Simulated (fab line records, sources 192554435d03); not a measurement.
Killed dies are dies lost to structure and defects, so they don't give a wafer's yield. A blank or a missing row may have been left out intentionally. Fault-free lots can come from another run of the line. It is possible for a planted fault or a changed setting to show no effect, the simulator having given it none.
Matching of chambers || flow n5Finfet || N5_BEOL_M12_DEP_53 on pecvd-03: 3 sister chambers
The step deposits SiCN from 3MS/NH3, target thk 30 nm, time 10.5 s. 6 wafers are shown with their chamber, then 8 later ones without.

## EACH WAFER AND ITS CHAMBER
{"wafer": "L091.3", "chamber": 1, "throttleValvePct (%)": 19.0, "showerheadPlenumPTorr (Torr)": 4.153}
{"wafer": "L091.6", "chamber": 2, "throttleValvePct (%)": 17.5, "showerheadPlenumPTorr (Torr)": 4.200}
{"wafer": "L093.1", "chamber": 0, "throttleValvePct (%)": 18.3, "showerheadPlenumPTorr (Torr)": 4.146}
{"wafer": "L093.3", "chamber": 2, "throttleValvePct (%)": 17.7, "showerheadPlenumPTorr (Torr)": 4.209}
{"wafer": "L093.6", "chamber": 1, "throttleValvePct (%)": 19.1, "showerheadPlenumPTorr (Torr)": 4.148}
{"wafer": "L094.1", "chamber": 0, "throttleValvePct (%)": 18.2, "showerheadPlenumPTorr (Torr)": 4.154}

## WAFERS WITHOUT THEIR CHAMBER
{"wafer": "L094.3", "throttleValvePct (%)": 18.8, "showerheadPlenumPTorr (Torr)": 4.140}
{"wafer": "L094.4", "throttleValvePct (%)": 18.5, "showerheadPlenumPTorr (Torr)": 4.151}
{"wafer": "L095.1", "throttleValvePct (%)": 18.5, "showerheadPlenumPTorr (Torr)": 4.155}
{"wafer": "L095.3", "throttleValvePct (%)": 18.5, "showerheadPlenumPTorr (Torr)": 4.160}
{"wafer": "L095.6", "throttleValvePct (%)": 19.0, "showerheadPlenumPTorr (Torr)": 4.143}
{"wafer": "L097.2", "throttleValvePct (%)": 19.0, "showerheadPlenumPTorr (Torr)": 4.147}
{"wafer": "L097.3", "throttleValvePct (%)": 17.9, "showerheadPlenumPTorr (Torr)": 4.210}
{"wafer": "L097.6", "throttleValvePct (%)": 18.2, "showerheadPlenumPTorr (Torr)": 4.156}

## CHAMBER TAKEN BY EACH
{"wafer": "L094.3", "from the rows above": 1, "in truth": 1}
{"wafer": "L094.4", "from the rows above": 0, "in truth": 0}
{"wafer": "L095.1", "from the rows above": 0, "in truth": 0}
{"wafer": "L095.3", "from the rows above": 0, "in truth": 0}
{"wafer": "L095.6", "from the rows above": 1, "in truth": 1}
{"wafer": "L097.2", "from the rows above": 1, "in truth": 1}
{"wafer": "L097.3", "from the rows above": 2, "in truth": 2}
{"wafer": "L097.6", "from the rows above": 0, "in truth": 0}
Placed correctly: 8 of 8. Not placeable from these rows: 0. 0 placed wrongly.
How it was worked out, from the rows above alone: a wafer's distance from a chamber is the root of the sum, over the readings, of the square of ((its reading less the chamber's mean) divided by the reading's scatter). The wafer belongs to the nearest chamber; if the next one is less than 2 further off, it can't be placed. For every chamber, the mean is computed from those of its wafers that are shown. The scatter: take each reading less its chamber's mean, square it, sum over the shown wafers, divide by the number of wafers less the number of chambers, and take the root.
